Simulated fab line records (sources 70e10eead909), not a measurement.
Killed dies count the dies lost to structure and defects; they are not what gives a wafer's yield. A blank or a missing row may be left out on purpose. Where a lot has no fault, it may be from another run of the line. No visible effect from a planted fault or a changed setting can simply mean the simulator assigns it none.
2 desks, one fault + flow nandHarc + numbers are kept per desk, each desk with only its own; the story behind them comes last

== THE DEFECT DESK ==
Per lot, the means of the sampled wafers with a number show what the inspections along the route counted. Marked OUT: a lot whose mean sits more than 4 standard deviations from the usual mean, which makes it out of limits; the brackets give that distance.
Columns: A = rawDefectCount at NHARC_P_M1_INSPECT_11, usual 3.7
| lot  | first seen here | A                       |
|------|-----------------|-------------------------|
| L426 | day 6 08:17     | 3.3                     |
| L428 | day 6 18:37     | 3.0                     |
| L427 | day 6 18:54     | 3.7                     |
| L429 | day 7 06:24     | 4.3                     |
| L430 | day 7 23:22     | 3.0                     |
| L433 | day 8 00:28     | 4.3                     |
| L435 | day 8 04:35     | 2.0                     |
| L439 | day 9 02:13     | 2.7                     |
| L437 | day 9 03:14     | 3.0                     |
| L436 | day 9 07:41     | 452.7 (+99 or more) OUT |
| L438 | day 9 10:04     | 445.0 (+99 or more) OUT |
| L440 | day 9 19:40     | 437.3 (+99 or more) OUT |
| L448 | day 11 21:36    | 3.3                     |
This desk's verdict: out of limits on L436, L438, L440, starting with L436 at day 9 07:41 (rawDefectCount at NHARC_P_M1_INSPECT_11). In limits: L426, L428, L427, L429, L430, L433, L435, L439, L437, L448.

== FOR THE TOOL OWNER'S DESK: pecvd-03 ==
Per lot that ran on this tool, the mean of the sampled wafers carrying a number, from the tool's own readings at NHARC_P_M0_PRE_CLEAN_31 (time 12 s). Marked OUT: a lot whose mean sits more than 4 standard deviations from the usual mean, which makes it out of limits; the brackets give that distance.
Columns: A = heaterPowerW at NHARC_P_M0_PRE_CLEAN_31, usual 645 W
| lot  | first seen here | A   |
|------|-----------------|-----|
| L426 | day 6 06:59     | 629 |
| L428 | day 6 17:10     | 717 |
| L429 | day 7 04:56     | 547 |
| L430 | day 7 21:55     | 617 |
| L435 | day 8 03:09     | 744 |
| L439 | day 9 00:54     | 638 |
| L436 | day 9 06:22     | 619 |
| L438 | day 9 08:37     | 579 |
| L440 | day 9 17:58     | 747 |
Result from this desk: across the 9 lots, nothing is out of limits.

== PUT TOGETHER ==
The defect desk could have raised an alarm at day 9 07:41, on L436, L438, L440.
The desk of the tool owner found nothing out of limits.
Tool owner's desk: L436, L438, L440 on record, inside its limits.
The lots listed all ran NHARC_P_M0_PRE_CLEAN_31 on pecvd-03.

== WHAT WAS PUT IN BY THE SIMULATOR ==
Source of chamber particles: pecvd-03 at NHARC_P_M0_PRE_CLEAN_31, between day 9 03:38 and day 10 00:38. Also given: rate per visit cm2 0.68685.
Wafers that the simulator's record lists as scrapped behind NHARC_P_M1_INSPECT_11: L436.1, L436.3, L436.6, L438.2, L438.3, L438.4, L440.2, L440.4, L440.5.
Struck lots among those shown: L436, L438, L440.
Hours from the fault's start to each desk's first reading out of limits: the defect desk, 4.
